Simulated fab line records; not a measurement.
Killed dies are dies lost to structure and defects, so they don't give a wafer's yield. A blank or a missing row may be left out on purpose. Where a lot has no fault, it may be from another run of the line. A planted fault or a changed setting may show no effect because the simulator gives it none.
Which tool did it? ; flow nand_harc ; 12 lots, 36 wafers sampled, at 4 steps of a route of 1302

## WHAT THE GAUGES READ, wafer by wafer
NHARC_P_STI_CD_MEAS_09: the cd target is 200 nm. Usual: 200 nm for cd_nm, sd 3.2.
lot;measured;on;cd_nm (nm);flag
L911;day 2 21:28;cd_sem-03;198 196 201;
L912;day 3 07:56;cd_sem-01;208 200 200;
L914;day 4 00:33;cd_sem-01;198 200 202;
L915;day 4 10:55;cd_sem-01;207 202 205;
L917;day 5 10:46;cd_sem-03;200 200 198;
L918;day 5 20:41;cd_sem-02;197 203 203;
L919;day 6 08:20;cd_sem-02;199 200 199;
L927;day 9 12:05;cd_sem-03;201 197 195;
L929;day 10 08:46;cd_sem-03;199 200 202;
L930;day 10 18:22;cd_sem-01;205 205 199;
L931;day 11 02:41;cd_sem-01;204 201 207;
L934;day 12 11:25;cd_sem-02;199 202 199;

NHARC_P_GATE_CD_MEAS_26: the cd target is 120 nm. Usual: 120.1 nm for cd_nm, sd 0.62.
lot;measured;on;cd_nm (nm);flag
L911;day 5 08:41;cd_sem-02;121.3 120.8 120.5;
L912;day 5 09:19;cd_sem-01;118.9 119.6 119.4;
L914;day 6 01:38;cd_sem-02;121.2 120.9 119.4;
L915;day 6 17:35;cd_sem-03;121.4 120.2 120.0;
L917;day 7 23:42;cd_sem-02;121.4 120.1 120.6;
L918;day 7 23:51;cd_sem-01;120.4 120.4 119.7;
L919;day 8 12:43;cd_sem-02;120.4 120.6 121.1;
L927;day 11 18:19;cd_sem-02;119.4 120.4 120.3;
L929;day 12 14:11;cd_sem-01;120.6 119.2 117.6;
L930;day 12 22:10;cd_sem-03;119.4 119.7 119.7;
L931;day 13 10:08;cd_sem-02;119.3 119.2 119.4;
L934;day 14 21:08;cd_sem-03;120.6 119.4 119.8;

## EACH LOT AND THE TOOL THAT RAN IT (in order: tool; ch and the chambers of the sampled wafers; start)
lot;NHARC_P_STI_ETCH_15;NHARC_P_GATE_PEB_24
L911;rie_si-04 ch 0,1, day 2 21:59;litho_track-06 ch 0, day 5 08:36
L912;rie_si-01 ch 1,3, day 3 08:29;litho_track-06 ch 0, day 5 09:14
L914;rie_si-01 ch 1,2, day 4 01:05;litho_track-04 ch 0, day 6 01:33
L915;rie_si-01 ch 0,2,3, day 4 11:30;litho_track-04 ch 0, day 6 17:30
L917;rie_si-01 ch 0,2, day 5 11:19;litho_track-06 ch 0, day 7 23:37
L918;rie_si-03 ch 2,3, day 5 21:13;litho_track-01 ch 0, day 7 23:46
L919;rie_si-01 ch 0,2, day 6 08:52;litho_track-04 ch 0, day 8 12:38
L927;rie_si-01 ch 1,3, day 9 12:38;litho_track-06 ch 0, day 11 18:14
L929;rie_si-03 ch 0,1,2, day 10 09:17;litho_track-01 ch 0, day 12 14:07
L930;rie_si-01 ch 0,1,2, day 10 18:54;litho_track-06 ch 0, day 12 22:05
L931;rie_si-01 ch 1,2,3, day 11 03:15;litho_track-06 ch 0, day 13 10:03
L934;rie_si-04 ch 0,2,3, day 12 11:58;litho_track-04 ch 0, day 14 21:04
- NHARC_P_STI_ETCH_15: etches the open film in HBr/Cl2, target depth 300 nm, time 100.1 s.
- NHARC_P_GATE_PEB_24: peb time 65 s.

## WHAT THE TOOLS THEMSELVES READ (means of the sampled wafers that have a number; where no wafer has one, the mark that the record gives instead)
NHARC_P_STI_ETCH_15. Usual: drypump_motor_current_A 5.8 A, standard deviation 0.41; hbr_flow_sccm 150.0 sccm, standard deviation 0.47; oes_product_au 0.997 a.u., standard deviation 0.015; throttle_valve_pct 26.405 %, standard deviation 0.0086.
lot;tool;drypump_motor_current_A (A);hbr_flow_sccm (sccm);oes_product_au (a.u.);throttle_valve_pct (%);flag
L911;rie_si-04;5.7;150.1;0.994;26.405;
L912;rie_si-01;6.2;150.0;0.995;26.400;
L914;rie_si-01;6.2;150.4;1.004;26.405;
L915;rie_si-01;5.9;149.7;0.986;26.398;
L917;rie_si-01;5.9;150.5;0.999;26.406;
L918;rie_si-03;5.2;149.7;1.006;26.397;
L919;rie_si-01;5.9;150.2;1.002;26.404;
L927;rie_si-01;6.2;150.3;1.014;26.420;
L929;rie_si-03;5.5;149.7;0.984;26.394;
L930;rie_si-01;6.0;149.6;1.005;26.407;
L931;rie_si-01;6.1;150.2;1.020;26.416;
L934;rie_si-04;5.4;150.0;0.999;26.400;

## THE ANSWER, worked out from the rows above alone
Rule: take the mean of a lot's wafers that have a number; if it is more than 3 standard deviations from the usual mean, the lot is off. A lot without any number at a reading at which 4 lots or more have one is off too. Where the step has rows for the other lots, those lots are counted as sound. After the gauges, taken in route order, come the tools' own readings; for these a lot's mean is taken, as printed above. The first step at which some lot is off is used, and at that step the reading that is off furthest; a lot without a number counts as furthest.
None of the lots is off at any reading shown; this tells nothing.

## WHAT WAS PUT IN BY THE SIMULATOR
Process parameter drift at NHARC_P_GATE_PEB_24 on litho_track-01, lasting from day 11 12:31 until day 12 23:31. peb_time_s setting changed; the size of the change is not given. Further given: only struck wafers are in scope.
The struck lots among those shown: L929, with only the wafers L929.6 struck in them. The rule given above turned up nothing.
